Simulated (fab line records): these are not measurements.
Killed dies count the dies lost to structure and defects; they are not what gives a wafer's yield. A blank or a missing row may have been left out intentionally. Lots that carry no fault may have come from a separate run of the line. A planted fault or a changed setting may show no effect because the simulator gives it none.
Problem report in the 8D (eight disciplines) form, filled by code | flow n5Finfet | the parts of the form that need people (team, actions taken, sign-off) are left out

1. PROBLEM STATEMENT
Across 4 wafers from 2 lots, HMC_CMP_THK at N5_PMOS_HMC_CHANNEL_EPI_THK_MEAS_22 averages 50.5 nm, while fault-free wafers read 54.1 nm with a standard deviation of 0.72. That puts it -5.0 standard deviations away from the usual mean.
Seen first at day 5 14:37 on filmMetro-02, wafer L833.2. Wafers with a number at this step in the record: 27, from 9 lots. By rule, "out" or "out of limits" means more than 4 standard deviations away from the usual mean. Any other wafer with a number is counted as sound.

2. WHAT IT IS, AND WHAT IT ISN'T
question                    | is                             | is not
which readings at this step | HMC_CMP_THK                    | -
which lots                  | L833, L835                     | L819, L820, L824, L825, L832, L834, L840
which wafers of those lots  | L833.2, L833.3, L835.2, L835.3 | L833.1, L835.1
read on which gauges        | filmMetro-01, filmMetro-02     | -
when                        | from day 5 14:37               | up to then (16 sound wafers); but 7 sound wafers of L834, L835, L840 came after

3. WHAT RULES OUT EACH SUSPECT
Counting: if a tool at a process step up to the reading ran every lot that is out, it stays a suspect. Sound lots after the first of them don't rule it out here, since some wafers of a struck lot are sound.
- the gauge at N5_PMOS_HMC_CHANNEL_EPI_THK_MEAS_22 is ruled out. Those wafers that are out were read across 2 gauges (filmMetro-01, filmMetro-02).
- rieDiel-01 at N5_PMOS_HMC_CHANNEL_EPI_HM_OPEN_15 (chemistry CHF3/O2, target SiO2, target depth 40.6 nm, time 20.3 s): kept. Every lot that is out went through it, the first being L833 (day 5 12:00); the last sound lot it ran before that was L820 (day 2 05:41).
- rieSi-06 at N5_PMOS_HMC_CHANNEL_EPI_FIN_RECESS_16 (chemistry HBr/Cl2, target Si, target depth 54 nm, time 18 s): kept. Every lot that is out went through it, the first being L833 (day 5 12:24); the last sound lot it ran before that was L820 (day 2 06:04).
After counting, rieDiel-01 at N5_PMOS_HMC_CHANNEL_EPI_HM_OPEN_15 and rieSi-06 at N5_PMOS_HMC_CHANNEL_EPI_FIN_RECESS_16 remain.

4. THE CAUSE (what the simulator had put in)
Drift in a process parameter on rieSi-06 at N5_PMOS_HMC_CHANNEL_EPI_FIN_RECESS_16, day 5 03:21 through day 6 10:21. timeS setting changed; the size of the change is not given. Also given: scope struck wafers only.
2 suspects survive the count, and this tool is in that group.

5. SEQUENCE OF EFFECTS, ordered by route
One row per reading whose mean, taken over the struck wafers that have a number, lies over 3 standard deviations from the usual. Readings are gone through only where the record gives a usual standard deviation; hours: the median, over the lots, of the time from a lot's start at the first step in this table giving one to that lot's start at this step; sigmas: the change measured in usual standard deviations.
hours | step                                | reading     | usual   | on struck wafers | change | sigmas
0     | N5_PMOS_HMC_CHANNEL_EPI_THK_MEAS_22 | HMC_CMP_THK | 54.1 nm | 50.5             | -3.6   | -5.0
267   | N5_BEOL_M4_RC_MEAS_101              | CJ_P        | 5.78    | 6.34             | +0.56  | +3.8

6. HOW IT WOULD HAVE BEEN CAUGHT EARLIER
Counted from the fault's start at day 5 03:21, it took 11 hours until the first out-of-limits reading at a measuring or inspecting step in this record, taken at day 5 14:37.
Tool readings at N5_PMOS_HMC_CHANNEL_EPI_FIN_RECESS_16 with a usual standard deviation given in the record: none out on any struck wafer, hence no alarm at a limit of 4 standard deviations on them.
L835, from the lots that are out (2), started N5_PMOS_HMC_CHANNEL_EPI_FIN_RECESS_16 on rieSi-06 later than day 5 14:37. Holding the tool at that time would have saved it.
